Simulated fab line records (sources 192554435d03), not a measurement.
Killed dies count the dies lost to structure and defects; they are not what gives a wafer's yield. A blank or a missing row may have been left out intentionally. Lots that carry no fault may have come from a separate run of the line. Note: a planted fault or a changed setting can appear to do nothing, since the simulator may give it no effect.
fab line records + flow n5_finfet
record:
- lots: 4
- wafers: 12
- last_day: 16
route steps=1938 shown BEOL_M2@857 BEOL_M4@1111 PASSIVATION@1936
lots with no fault: from the same line, run without faults
start_h: hours from the record's first day to the start of the lot's first wafer shown + wait_h: hours elapsed since this lot's preceding step + " identical to the entry in the row above + L1.1+2: several wafers, shown together as one row + - no value, or no start given + * or withheld: withheld + < > ~ a bound
route shown NAME@n: a module of which the file shows steps, and the number in the route of the first + usual: mean/standard deviation taken from wafers without a fault + same: alike in all rows + chamber/n: place in a boat + sites: the reading at each site + _std_site: the values' standard deviation + _edge_site: inner sites' mean taken away from outer sites' mean + radius_mm: for every site, how far away it sits from the centre of the wafer + mask NAME#n: copy n + behind: the last tool/chamber to shape the wafer + hold: the reason the lot was held/the length of the hold in hours/how it ended + device: which transistor (n, p or np) failed to switch + end of line: the tests these same wafers got at the end of their route + where a step has no rows: the recipe by itself + killed: the dies lost at the first sort to structure and to defects; this is not the yield of the wafer + map: a wafer's dies, x killed, . not, _ none there
set.NAME: setting as actually run; set.NAME@STEP: the setting as run at that earlier step + model.NAME: the simulator's own value behind a step, which no gauge read
certain route steps with their lots: each step a table, each wafer a row
services: when a tool's chamber went out of use (start_h, in hours from the record's first day, below 0 if earlier), for how many hours, and the reason
== steps ==
step: N5_BEOL_M2_DESCUM_16
recipe:
- chemistry: O2
- time_s: 7
- source_power_w: 50
- bias_power_w: 20
- pressure_mtorr: 20
- rf_frequency_hz: 2.712e+07
- temp_c: 40
- resist: CAR-EUV
- o2_flow_sccm: 225
step: N5_BEOL_M2_ETCH_74
recipe:
- chemistry: N2/H2
- target: underlayer
- target_depth_a: 65
- mask_material: CAR-EUV
- time_s: 5.2
- ion_energy_ev: 200
- pressure_mtorr: 30
- source_w: 840
- bias_w: 150
- n2_flow_sccm: 200
- h2_flow_sccm: 200
- ends: cleared
step: N5_BEOL_M2_ETCH_63
recipe:
- chemistry: CF4
- target: SiARC
- target_depth_a: 156
- mask_material: CAR-EUV
- time_s: 26
- ion_energy_ev: 80
- pressure_mtorr: 40
- source_w: 545
- bias_w: 36
- Ar_flow_sccm: 100
- cf4_flow_sccm: 100
- ends: cleared
step: N5_BEOL_M2_ETCH_64
recipe:
- chemistry: N2/H2
- target: SOC
- target_depth_a: 750
- overetch_a: 225
- mask_material: SiARC
- temp_c: 40
- time_s: 121.9
- ion_energy_ev: 200
- pressure_mtorr: 30
- source_w: 840
- bias_w: 150
- n2_flow_sccm: 200
- h2_flow_sccm: 200
step: N5_BEOL_M2_STRIP_65
recipe:
- chemistry: N2/H2
- temp_c: 40
- n2_flow_sccm: 200
- h2_flow_sccm: 200
- rf_frequency_hz: 6e+07
step: N5_BEOL_M2_STRIP_75
recipe:
- chemistry: N2/H2
- temp_c: 40
- n2_flow_sccm: 200
- h2_flow_sccm: 200
- rf_frequency_hz: 6e+07
step: N5_BEOL_M2_STRIP_66
recipe:
- chemistry: CF4
- resist: SiARC
- power_w: 300
- bias_power_w: 75
- pressure_mtorr: 50
- cf4_flow_sccm: 150
- rf_frequency_hz: 6e+07
step: N5_BEOL_M2_HM_OPEN_17
recipe:
- chemistry: Cl2/BCl3
- target_depth_a: 200
- overetch_a: 60
- target: TiN
- mask_material: SOC
- ion_energy_ev: 150
- pressure_mtorr: 10
- icp_w: 1000
- bias_w: 126
- Cl2_flow_sccm: 53.25
- bcl3_flow_sccm: 21.75
- Ar_flow_sccm: 25
step: N5_BEOL_M2_STRIP_19
recipe:
- chemistry: O2
- power_w: 400
- temp_c: 40
- pressure_mtorr: 30
- rf_frequency_hz: 6e+07
- bias_power_w: 0
- overash_fraction: 0.2
- o2_flow_sccm: 225
step: N5_BEOL_M2_COAT_67
recipe:
- resist: SOC
- temp_c: 250
- time_s: 60
- spin_rpm: 1500
- resist_thk_nm: 60
step: N5_BEOL_M2_COAT_68
recipe:
- resist: SiARC
- temp_c: 220
- time_s: 60
- spin_rpm: 1500
- resist_thk_nm: 12
usual:
- spin_speed_rpm: 1499.9/0.89
| lot.wafer | tool           | chamber | start_h | wait_h | spin_speed_rpm | model.SiARC_of_BEOL_M2_COAT_68.thk_nm |
|-----------|----------------|---------|---------|--------|----------------|---------------------------------------|
| L824.1    | litho_track-01 | 0       | 164.99  | -      | 1500.7         | 12                                    |
| L824.2    | "              | 0       | "       | "      | 1499.6         | 12                                    |
| L824.5    | "              | 0       | "       | "      | 1498.7         | 12                                    |
| L828.2    | litho_track-01 | 0       | 200.76  | -      | 1615.9         | 11.6                                  |
| L828.4    | "              | 0       | "       | "      | 1617.1         | 11.4                                  |
| L828.6    | "              | 0       | "       | "      | 1616.4         | 11.6                                  |
| L832.1    | litho_track-01 | 0       | 236.96  | -      | 1615.8         | 11.4                                  |
| L832.3    | "              | 0       | "       | "      | 1614.9         | 11.4                                  |
| L832.4    | "              | 0       | "       | "      | 1615.3         | 11.4                                  |
| L838.2    | litho_track-04 | 0       | 259.58  | -      | 1500.1         | 12                                    |
| L838.3    | "              | 0       | "       | "      | 1500.3         | 12                                    |
| L838.6    | "              | 0       | "       | "      | 1500.3         | 12                                    |
step: N5_BEOL_M2_COAT_76
recipe:
- resist: underlayer
- temp_c: 205
- time_s: 60
- spin_rpm: 1500
- resist_thk_nm: 5
step: N5_BEOL_M2_COAT_22
recipe:
- resist: CAR-EUV
- spin_rpm: 1500
- resist_thk_nm: 30
step: N5_BEOL_M2_EBR_24
recipe:
- solvent: PGMEA
- ebr_width_mm: 1.5
step: N5_BEOL_M2_SOFTBAKE_23
recipe:
- temp_c: 110
- time_s: 60
- resist: CAR-EUV
step: N5_BEOL_M2_EXPOSE_25
recipe:
- mask_id: V1
- na: 0.33
- source_shape: quasar
- sigma_inner: 0.2
- sigma_outer: 0.8
- polarization: unpolarized
- defocus_nm: 5
- dose_mj: 63
step: N5_BEOL_M2_PEB_26
recipe:
- peb_temp_c: 100
- peb_time_s: 60
- resist: CAR-EUV
step: N5_BEOL_M2_DEVELOP_27
recipe:
- develop_time_s: 30
- developer: TMAH
- resist: CAR-EUV
- rinse_liquid: surfactant_rinse
- dry: air_spin
- dev_temp_c: 23
step: N5_BEOL_M2_DESCUM_33
recipe:
- chemistry: O2
- time_s: 7
- source_power_w: 50
- bias_power_w: 20
- pressure_mtorr: 20
- rf_frequency_hz: 2.712e+07
- temp_c: 40
- resist: CAR-EUV
- o2_flow_sccm: 225
step: N5_BEOL_M2_ETCH_77
recipe:
- chemistry: N2/H2
- target: underlayer
- target_depth_a: 65
- mask_material: CAR-EUV
- time_s: 5.2
- ion_energy_ev: 200
- pressure_mtorr: 30
- source_w: 840
- bias_w: 150
- n2_flow_sccm: 200
- h2_flow_sccm: 200
- ends: cleared
step: N5_BEOL_M2_ETCH_69
recipe:
- chemistry: CF4
- target: SiARC
- target_depth_a: 156
- mask_material: CAR-EUV
- time_s: 26
- ion_energy_ev: 80
- pressure_mtorr: 40
- source_w: 545
- bias_w: 36
- Ar_flow_sccm: 100
- cf4_flow_sccm: 100
- ends: cleared
usual:
- cf4_flow_sccm: 99.98/0.27
- drypump_motor_current_A: 5.5/0.4
- etch_rf_on_time_s: 26.2/0.73
- oes_product_au: 0.68/0.064
- rf_vpp_V: 184.0/1.1
- showerhead_plenum_p_Torr: 2.14/0.059
- throttle_valve_pct: 15.40/0.26
| lot.wafer | tool        | chamber | start_h | wait_h | cf4_flow_sccm | drypump_motor_current_A | etch_rf_on_time_s | oes_product_au | rf_hours_counter_h | rf_vpp_V | showerhead_plenum_p_Torr | throttle_valve_pct | model.etch.depth_nm | model.CAR-EUV_of_BEOL_M2_COAT_22.thk_nm |
|-----------|-------------|---------|---------|--------|---------------|-------------------------|-------------------|----------------|--------------------|----------|--------------------------|--------------------|---------------------|-----------------------------------------|
| L824.1    | rie_diel-02 | 3       | 165.54  | 0.0    | 100.26        | 5.8                     | 25.6              | 0.68           | 105                | 184.5    | 2.15                     | 15.36              | 11.97               | 11.2                                    |
| L824.2    | "           | 0       | "       | "      | 99.79         | 5.7                     | 25.0              | 0.73           | 62                 | 184.3    | 2.10                     | 15.23              | 11.97               | 11.2                                    |
| L824.5    | "           | 3       | "       | "      | 100.39        | 5.8                     | 25.7              | 0.69           | -                  | 184.6    | 2.15                     | 15.37              | 11.99               | 11                                      |
| L828.2    | rie_diel-02 | 1       | 202.24  | 0.0    | 100.17        | 6.0                     | 25.4              | 0.60           | 222                | 184.2    | 2.19                     | 15.73              | 11.5                | 11.4                                    |
| L828.4    | "           | 0       | "       | "      | 100.20        | 5.7                     | 24.2              | 0.72           | 75                 | 183.9    | 2.09                     | 15.26              | 11.46               | 11.6                                    |
| L828.6    | "           | 3       | "       | "      | 100.36        | 5.8                     | 24.8              | 0.68           | -                  | 184.3    | 2.15                     | 15.39              | 11.51               | 11.4                                    |
| L832.1    | rie_diel-05 | 2       | 237.42  | 0.0    | 100.33        | 5.6                     | 25.8              | 0.65           | 135                | 185.3    | 2.15                     | 15.54              | 11.45               | 11.4                                    |
| L832.3    | "           | 1       | "       | "      | 100.05        | 4.8                     | 24.7              | 0.75           | 41                 | 184.9    | 2.10                     | 15.08              | 11.48               | 11.2                                    |
| L832.4    | "           | 3       | "       | "      | 99.95         | 5.4                     | 25.8              | 0.79           | 8                  | 183.7    | 2.11                     | 15.16              | 11.47               | 11.4                                    |
| L838.2    | rie_diel-05 | 1       | 260.16  | 0.0    | 100.16        | 4.8                     | 25.7              | 0.74           | 49                 | 184.5    | 2.10                     | 15.09              | 11.95               | 11.2                                    |
| L838.3    | "           | 2       | "       | "      | 99.81         | 5.6                     | 26.7              | 0.65           | 143                | 183.5    | 2.15                     | 15.57              | 11.98               | 11.4                                    |
| L838.6    | "           | 1       | "       | "      | 100.11        | 4.9                     | 25.7              | 0.74           | -                  | 183.9    | 2.10                     | 15.10              | 11.97               | 11.2                                    |
step: N5_BEOL_M2_ALD_98
recipe:
- material: SiO2
- target_thk_a: 25
- temp_c: 100
- ald_precursor_family: BDEAS
- ald_co_reactant: O2-plasma
- pulse_time_s: 1
- co_reactant_pulse_time_s: 1
- purge_time_s: 2
- co_reactant_purge_time_s: 2
- ald_cycles: 17
- pressure_torr: 2
step: N5_BEOL_M2_ETCHBACK_99
recipe:
- chemistry: CHF3
- target: SiO2
- target_depth_a: 50
- time_s: 10.4
- source_w: 215
- bias_w: 47
- Ar_flow_sccm: 200
- CHF3_flow_sccm: 12
- ion_energy_ev: 100
- pressure_mtorr: 30
usual:
- drypump_motor_current_A: 5.6/0.42
- oes_product_au: 0.79/0.071
- rf_vpp_V: 241/6.3
- showerhead_plenum_p_Torr: 2.15/0.059
- throttle_valve_pct: 16.87/0.3
| lot.wafer | tool        | chamber | start_h | wait_h | drypump_motor_current_A | oes_product_au | rf_hours_counter_h | rf_vpp_V | showerhead_plenum_p_Torr | throttle_valve_pct | model.CAR-EUV_of_BEOL_M2_COAT_22.thk_nm |
|-----------|-------------|---------|---------|--------|-------------------------|----------------|--------------------|----------|--------------------------|--------------------|-----------------------------------------|
| L824.1    | rie_diel-02 | 1       | 176.88  | 11.2   | 6.0                     | 0.72           | 212                | 250      | 2.21                     | 17.13              | 10.4                                    |
| L824.2    | "           | 2       | "       | "      | 5.3                     | 0.88           | 39                 | 253      | 2.26                     | 16.44              | 10.4                                    |
| L824.5    | "           | 0       | "       | "      | 5.7                     | 0.85           | -                  | 242      | 2.10                     | 16.72              | 10.4                                    |
| L828.2    | rie_diel-02 | 3       | 205.56  | 2.8    | 5.8                     | 0.80           | 118                | 238      | 2.16                     | 16.85              | 10.8                                    |
| L828.4    | "           | 0       | "       | "      | 5.7                     | 0.83           | 77                 | 241      | 2.10                     | 16.75              | 10.8                                    |
| L828.6    | "           | 1       | "       | "      | 6.0                     | 0.70           | -                  | 249      | 2.20                     | 17.15              | 10.6                                    |
| L832.1    | rie_diel-05 | 3       | 241.40  | 3.9    | 5.4                     | 0.93           | 9                  | 241      | 2.13                     | 16.73              | 10.6                                    |
| L832.3    | "           | 1       | "       | "      | 4.8                     | 0.87           | 43                 | 233      | 2.09                     | 16.45              | 10.6                                    |
| L832.4    | "           | 2       | "       | "      | 5.6                     | 0.76           | 137                | 243      | 2.17                     | 17.10              | 10.6                                    |
| L838.2    | rie_diel-02 | 3       | 260.63  | 0.3    | 5.8                     | 0.77           | 142                | 237      | 2.16                     | 16.88              | 10.6                                    |
| L838.3    | "           | 2       | "       | "      | 5.4                     | 0.84           | 68                 | 252      | 2.25                     | 16.50              | 10.6                                    |
| L838.6    | "           | 1       | "       | "      | 6.0                     | 0.69           | -                  | 250      | 2.19                     | 17.19              | 10.4                                    |
step: N5_BEOL_M2_ETCH_70
recipe:
- chemistry: N2/H2
- target: SOC
- target_depth_a: 800
- overetch_a: 240
- mask_material: SiARC
- temp_c: 40
- time_s: 130
- ion_energy_ev: 200
- pressure_mtorr: 30
- source_w: 840
- bias_w: 150
- n2_flow_sccm: 200
- h2_flow_sccm: 200
usual:
- drypump_motor_current_A: 5.6/0.42
- n2_flow_sccm: 200.1/0.62
- oes_product_au: 0.59/0.052
- rf_vpp_V: 523.7/2.3
- showerhead_plenum_p_Torr: 2.54/0.082
- temp_c: 39.98/0.11
- throttle_valve_pct: 17.59/0.3
| lot.wafer | tool        | chamber | start_h | wait_h | drypump_motor_current_A | n2_flow_sccm | oes_product_au | rf_hours_counter_h | rf_vpp_V | showerhead_plenum_p_Torr | temp_c | throttle_valve_pct | model.SiARC_of_BEOL_M2_COAT_68.thk_nm |
|-----------|-------------|---------|---------|--------|-------------------------|--------------|----------------|--------------------|----------|--------------------------|--------|--------------------|---------------------------------------|
| L824.1    | rie_diel-02 | 1       | 176.92  | 0.0    | 6.0                     | 200.5        | 0.53           | 212                | 525.5    | 2.62                     | 40.01  | 17.94              | 5.6                                   |
| L824.2    | "           | 2       | "       | "      | 5.3                     | 201.2        | 0.65           | 39                 | 527.7    | 2.69                     | 39.97  | 17.23              | 5.8                                   |
| L824.5    | "           | 0       | "       | "      | 5.7                     | 200.0        | 0.61           | -                  | 520.8    | 2.47                     | 40.02  | 17.33              | 5.6                                   |
| L828.2    | rie_diel-02 | 3       | 205.60  | 0.0    | 5.8                     | 200.5        | 0.58           | 118                | 524.1    | 2.56                     | 40.15  | 17.68              | 5.4                                   |
| L828.4    | "           | 0       | "       | "      | 5.7                     | 199.8        | 0.60           | 77                 | 520.9    | 2.46                     | 39.98  | 17.35              | 5                                     |
| L828.6    | "           | 1       | "       | "      | 6.0                     | 200.4        | 0.52           | -                  | 525.2    | 2.62                     | 39.92  | 17.98              | 5.2                                   |
| L832.1    | rie_diel-05 | 3       | 241.44  | 0.0    | 5.4                     | 199.9        | 0.69           | 9                  | 523.0    | 2.51                     | 39.84  | 17.45              | 5.4                                   |
| L832.3    | "           | 1       | "       | "      | 4.9                     | 201.0        | 0.64           | 43                 | 523.1    | 2.48                     | 40.05  | 17.15              | 5.4                                   |
| L832.4    | "           | 2       | "       | "      | 5.6                     | 199.6        | 0.56           | 137                | 524.7    | 2.55                     | 39.79  | 17.71              | 5.4                                   |
| L838.2    | rie_diel-02 | 3       | 260.66  | 0.0    | 5.8                     | 200.0        | 0.57           | 142                | 524.1    | 2.55                     | 39.94  | 17.72              | 6                                     |
| L838.3    | "           | 2       | "       | "      | 5.3                     | 199.3        | 0.63           | 68                 | 527.7    | 2.68                     | 39.95  | 17.29              | 5.8                                   |
| L838.6    | "           | 1       | "       | "      | 6.0                     | 198.8        | 0.51           | -                  | 525.3    | 2.61                     | 39.78  | 18.02              | 5.8                                   |
step: N5_BEOL_M2_STRIP_71
recipe:
- chemistry: N2/H2
- temp_c: 40
- n2_flow_sccm: 200
- h2_flow_sccm: 200
- rf_frequency_hz: 6e+07
step: N5_BEOL_M4_RC_MEAS_101
usual:
- DIBL_N: 36.5/1.4
- DIBL_P: 36.6/1.9
- IOFF_N: 0.167/0.029
- IOFF_P: 0.21/0.033
- ION_N: 674/12
- ION_P: 460/8.9
- SS_N: 71.6/0.57
- SS_P: 73.4/0.61
- VT_N: 249/3.3
- VT_P: -250/3.3
| lot.wafer | tool      | chamber | start_h | wait_h | DIBL_N[mV/V] | DIBL_P[mV/V] | IOFF_N[nA/um] | IOFF_P[nA/um] | ION_N[uA/um] | ION_P[uA/um] | SS_N[mV/dec] | SS_P[mV/dec] | VT_N[mV] | VT_P[mV] |
|-----------|-----------|---------|---------|--------|--------------|--------------|---------------|---------------|--------------|--------------|--------------|--------------|----------|----------|
| L824.1    | prober-01 | 0       | 203.76  | 0.0    | 35.0         | 35.7         | 0.160         | 0.21          | 663          | 453          | 71.6         | 73.3         | 248      | -248     |
| L824.2    | "         | 0       | "       | "      | 36.1         | 36.4         | 0.167         | 0.21          | 683          | 464          | 72.5         | 74.3         | 251      | -254     |
| L824.5    | "         | 0       | "       | "      | 35.1         | 35.9         | 0.159         | 0.21          | 660          | 450          | 72.1         | 73.7         | 250      | -251     |
| L828.2    | prober-02 | 0       | 226.41  | 0.2    | 37.5         | 38.8         | 0.177         | 0.20          | 677          | 454          | 71.9         | 73.4         | 249      | -252     |
| L828.4    | "         | 0       | "       | "      | 37.6         | 39.1         | 0.172         | 0.20          | 671          | 453          | 71.9         | 73.3         | 250      | -253     |
| L828.6    | "         | 0       | "       | "      | 37.1         | 38.3         | 0.155         | 0.18          | 677          | 451          | 72.5         | 73.8         | 252      | -253     |
| L832.1    | prober-02 | 0       | 263.65  | 0.0    | 38.4         | 38.3         | 0.193         | 0.25          | 676          | 462          | 71.1         | 73.3         | 249      | -247     |
| L832.3    | "         | 0       | "       | "      | 35.9         | 36.9         | 0.154         | 0.23          | 678          | 474          | 72.1         | 72.9         | 250      | -247     |
| L832.4    | "         | 0       | "       | "      | 35.9         | 36.2         | 0.146         | 0.22          | 668          | 462          | 71.3         | 72.9         | 250      | -247     |
| L838.2    | prober-02 | 0       | 289.73  | 0.2    | 34.5         | 34.1         | 0.130         | 0.17          | 665          | 452          | 71.2         | 73.4         | 254      | -255     |
| L838.3    | "         | 0       | "       | "      | 34.9         | 34.9         | 0.131         | 0.19          | 664          | 461          | 70.8         | 73.2         | 257      | -253     |
| L838.6    | "         | 0       | "       | "      | 34.6         | 33.9         | 0.125         | 0.17          | 663          | 449          | 71.4         | 73.2         | 257      | -255     |
step: N5_PASSIVATION_PROBE_49
usual:
- defect_limited_yield: 91.2/1.6
- killed_at_M0_to_M3: 34/11
- killed_at_M4_up: 14/5.7
- killed_at_contacts: 14/6.6
- killed_at_front_end: 37/10
- killed_at_other: 4/3.2
- killed_dies: 104/19
- killed_on_rim: 14/4.1
- killed_open: 69/13
- killed_short: 33/8.7
- sort_bin_5_function: 5.1/1
- sort_bin_6_memory: 3.3/0.76
- sort_bin_8_speed: 0.00/0.016
- sort_n_pass: 1076/19
- sort_yield_pct: 91.2/1.6
same:
- gross_dies: 1180
- killed_at_back_side: 0
- sort_bin_4_leakage[%]: 0
| lot.wafer | tool      | chamber | start_h | wait_h | defect_limited_yield[%] | killed_at_M0_to_M3 | killed_at_M4_up | killed_at_contacts | killed_at_front_end | killed_at_other | killed_dies | killed_on_rim | killed_open | killed_short | sort_bin_5_function[%] | sort_bin_6_memory[%] | sort_bin_8_speed[%] | sort_n_pass | sort_yield_pct[%] |
|-----------|-----------|---------|---------|--------|-------------------------|--------------------|-----------------|--------------------|---------------------|-----------------|-------------|---------------|-------------|--------------|------------------------|----------------------|---------------------|-------------|-------------------|
| L828.4    | prober-01 | -       | 326.42  | 0.2    | 88.1                    | 36                 | 19              | 14                 | 58                  | 14              | 141         | 13            | 94          | 45           | 6.7                    | 5.3                  | 0                   | 1039        | 88.1              |
| L838.2    | prober-02 | -       | 390.75  | 0.1    | 92.3                    | 16                 | 19              | 17                 | 34                  | 5               | 91          | 13            | 65          | 25           | 4.0                    | 3.6                  | 0                   | 1089        | 92.3              |
| L838.3    | prober-02 | -       | 390.80  | 0.1    | 94.1                    | 17                 | 14              | 10                 | 22                  | 7               | 70          | 6             | 52          | 18           | 3.1                    | 2.6                  | 0                   | 1110        | 94.1              |
| L838.6    | prober-02 | -       | 390.95  | 0.3    | 93.0                    | 20                 | 19              | 11                 | 33                  | 0               | 83          | 10            | 56          | 27           | 5.1                    | 1.5                  | 0                   | 1097        | 93.0              |
killed by level:class
L828.4 FIN_SAQP:geometric_particle:open=16 BEOL_M2:geometric_particle:open=14 GATE_CUT:geometric_particle:short=12 MOL_CONTACT_COAG:geometric_particle:open=12 BEOL_M0_SAQP:geometric_particle:open=8 BEOL_M0_SAQP:geometric_particle:short=8 BEOL_M4:geometric_particle:open=8 PAD_METAL:geometric_particle:open=7
L838.2 MOL_CONTACT_COAG:geometric_particle:open=14 BEOL_M4:geometric_particle:open=14 STI_FIN_REVEAL:geometric_particle:open=10 BEOL_M2:geometric_particle:open=5 FIN_SAQP:geometric_particle:short=4 FIN_SAQP:geometric_particle:open=4 STI_FIN_REVEAL:geometric_particle:short=4 DUMMY_GATE:geometric_particle:open=3
L838.3 MOL_CONTACT_COAG:geometric_particle:open=6 BEOL_M1:geometric_particle:open=6 BEOL_M4:geometric_particle:open=5 FIN_SAQP:geometric_particle:open=4 STI_FIN_REVEAL:geometric_particle:open=4 MOL_CONTACT_COAG:geometric_particle:short=4 BEOL_M2:geometric_particle:open=4 BEOL_M7:geometric_particle:open=4
L838.6 FIN_SAQP:geometric_particle:open=11 BEOL_M4:geometric_particle:open=9 MOL_CONTACT_COAG:geometric_particle:open=8 BEOL_M1:geometric_particle:open=6 FIN_SAQP:geometric_particle:short=5 BEOL_M1:geometric_particle:short=5 STI_FIN_REVEAL:geometric_particle:open=3 GATE_CUT:geometric_particle:short=3
== services ==
| tool           | chamber | start_h | hours | kind                          |
|----------------|---------|---------|-------|-------------------------------|
| rie_diel-02    | 0       | 151.41  | 1.6   | repair                        |
| rie_diel-05    | 3       | 198.03  | -     | clean                         |
| rie_diel-05    | 3       | 198.03  | -     | consumable_replace:focus_ring |
| rie_diel-05    | 3       | 198.03  | 19.4  | scheduled_down                |
| rie_diel-05    | 3       | 198.03  | 19.4  | vent_cycle                    |
| litho_track-01 | -       | 218.22  | -     | consumable_replace:filter     |
| rie_diel-05    | -       | 250.18  | 0.4   | repair                        |
== key ==
first_sign:
- step: N5_BEOL_M2_COAT_68
- reading: spin_speed_rpm
- direction: up
- sigmas: 99+
- usual: *
- struck: *
effect none on later readings
model_effect:
- step: N5_BEOL_M2_COAT_68
- value: SiARC_of_BEOL_M2_COAT_68.thk_nm
- without: 11.93
- struck: 11.47
model_effect:
- step: N5_BEOL_M2_ETCH_69
- value: etch.depth_nm
- without: 11.91
- struck: 11.48
model_effect:
- step: N5_BEOL_M2_ETCHBACK_99
- value: CAR-EUV_of_BEOL_M2_COAT_22.thk_nm
- without: 10.33
- struck: 10.67
model_effect:
- step: N5_BEOL_M2_ETCH_70
- value: SiARC_of_BEOL_M2_COAT_68.thk_nm
- without: 5.733
- struck: 5.3
met_at N5_BEOL_M2_COAT_68
struck_wafers L828.2,L828.4,L828.6,L832.1,L832.3,L832.4
onset_between 164.99 200.76
fault:
- kind: process_parameter_drift
- tool: litho_track-01
- chamber: -
- onset_h: 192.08
- steps: N5_BEOL_M2_COAT_68
- channel: spin_rpm
- offset: *
- shape: step
- end_h: 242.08
- acts_in: *
- stated: *
